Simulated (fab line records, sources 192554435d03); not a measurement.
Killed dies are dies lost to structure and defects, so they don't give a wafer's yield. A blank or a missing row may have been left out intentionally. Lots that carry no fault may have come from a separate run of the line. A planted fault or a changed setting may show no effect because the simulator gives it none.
Chamber matching || flow n5 finfet || ald sin-03 running N5_FIN_SAQP_ALD_61: 4 sister chambers
The step deposits SiO2, target thk 4 nm, pulse time 1 s, purge time 2 s. 8 wafers are shown with their chamber, then 8 later ones without.

WAFERS WITH THEIR CHAMBER
{"wafer": "L078.4", "chamber": 2, "heater power w (W)": 423, "precursor pulse height rel": 0.975}
{"wafer": "L081.3", "chamber": 3, "heater power w (W)": 503, "precursor pulse height rel": 1.006}
{"wafer": "L081.4", "chamber": 0, "heater power w (W)": 473, "precursor pulse height rel": 0.996}
{"wafer": "L081.6", "chamber": 1, "heater power w (W)": 465, "precursor pulse height rel": 0.993}
{"wafer": "L086.1", "chamber": 2, "heater power w (W)": 419, "precursor pulse height rel": 0.991}
{"wafer": "L086.2", "chamber": 1, "heater power w (W)": 464, "precursor pulse height rel": 0.981}
{"wafer": "L086.3", "chamber": 3, "heater power w (W)": 499, "precursor pulse height rel": 0.987}
{"wafer": "L089.1", "chamber": 0, "heater power w (W)": 476, "precursor pulse height rel": 0.959}

WAFERS MISSING THEIR CHAMBER
{"wafer": "L089.4", "heater power w (W)": 457, "precursor pulse height rel": 0.996}
{"wafer": "L089.6", "heater power w (W)": 498, "precursor pulse height rel": 0.983}
{"wafer": "L093.2", "heater power w (W)": 427, "precursor pulse height rel": 1.027}
{"wafer": "L093.4", "heater power w (W)": 470, "precursor pulse height rel": 0.991}
{"wafer": "L093.6", "heater power w (W)": 493, "precursor pulse height rel": 1.020}
{"wafer": "L097.1", "heater power w (W)": 480, "precursor pulse height rel": 0.979}
{"wafer": "L097.3", "heater power w (W)": 503, "precursor pulse height rel": 1.027}
{"wafer": "L097.6", "heater power w (W)": 498, "precursor pulse height rel": 1.003}

CHAMBER TAKEN BY EACH
{"wafer": "L089.4", "from the rows above": 1, "in truth": 1}
{"wafer": "L089.6", "from the rows above": 3, "in truth": 3}
{"wafer": "L093.2", "from the rows above": 2, "in truth": 2}
{"wafer": "L093.4", "from the rows above": "can't be placed: 0 or 1", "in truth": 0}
{"wafer": "L093.6", "from the rows above": 3, "in truth": 3}
{"wafer": "L097.1", "from the rows above": 0, "in truth": 0}
{"wafer": "L097.3", "from the rows above": 3, "in truth": 3}
{"wafer": "L097.6", "from the rows above": 3, "in truth": 3}
7 of 8 placed correctly. Cannot be placed on the basis of these rows: 1; the candidates contain the true chamber in 1. Number placed wrongly: 0.
How it was worked out, from the rows above alone: a wafer's distance from a chamber is the root of the sum, over the readings, of the square of ((its reading less the chamber's mean) divided by the reading's scatter). The wafer belongs to the nearest chamber; if the next one is less than 2 further off, it can't be placed. The mean given for a chamber averages the wafers shown for that chamber. The scatter: the root of (the sum of the squares of (reading less its chamber's mean) over the shown wafers, divided by (wafers less chambers)).
